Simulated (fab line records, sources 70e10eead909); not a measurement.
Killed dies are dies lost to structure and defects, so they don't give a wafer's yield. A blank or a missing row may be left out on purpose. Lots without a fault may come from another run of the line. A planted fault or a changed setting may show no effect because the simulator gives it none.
Chamber matching | flow nand_harc | NHARC_A_CONTACT_ETCH_110 on rie_diel-07: 4 sister chambers
The step etches the open film in CF4/O2, target depth 50 nm, overetch 5 nm, time 27.5 s. 4 wafers are shown with their chamber, then 9 later ones without.

WAFERS WITH THEIR CHAMBER
wafer  | chamber | showerhead_plenum_p_Torr (Torr)
L086.5 | 1       | 1.35
L087.6 | 3       | 1.33
L089.1 | 0       | 1.43
L089.6 | 2       | 1.30

WAFERS WITHOUT THEIR CHAMBER
wafer  | showerhead_plenum_p_Torr (Torr)
L085.1 | 1.43
L085.2 | 1.34
L085.3 | 1.30
L090.1 | 1.33
L090.3 | 1.34
L090.6 | 1.30
L097.3 | 1.42
L097.4 | 1.33
L097.6 | 1.30

WHICH CHAMBER EACH WENT THROUGH
wafer  | from the rows above     | in truth
L085.1 | 0                       | 0
L085.2 | can't be placed: 1 or 3 | 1
L085.3 | 2                       | 2
L090.1 | 3                       | 3
L090.3 | can't be placed: 1 or 3 | 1
L090.6 | 2                       | 2
L097.3 | 0                       | 0
L097.4 | 3                       | 3
L097.6 | 2                       | 2
Placed correctly: 7 of 9. Can't be placed from these rows: 2 (the true chamber is among the candidates in 2). Placed wrongly: 0.
How it was worked out, from the rows above alone: a wafer's distance from a chamber is the root of the sum, over the readings, of the square of ((its reading less the chamber's mean) divided by the reading's scatter). The wafer belongs to the nearest chamber; if the next one is less than 2 further off, it can't be placed. A chamber's mean is the mean of its shown wafers. The scatter: with one shown wafer a chamber, the root of the mean of the squares of how far each hidden wafer lies from its nearest shown one.
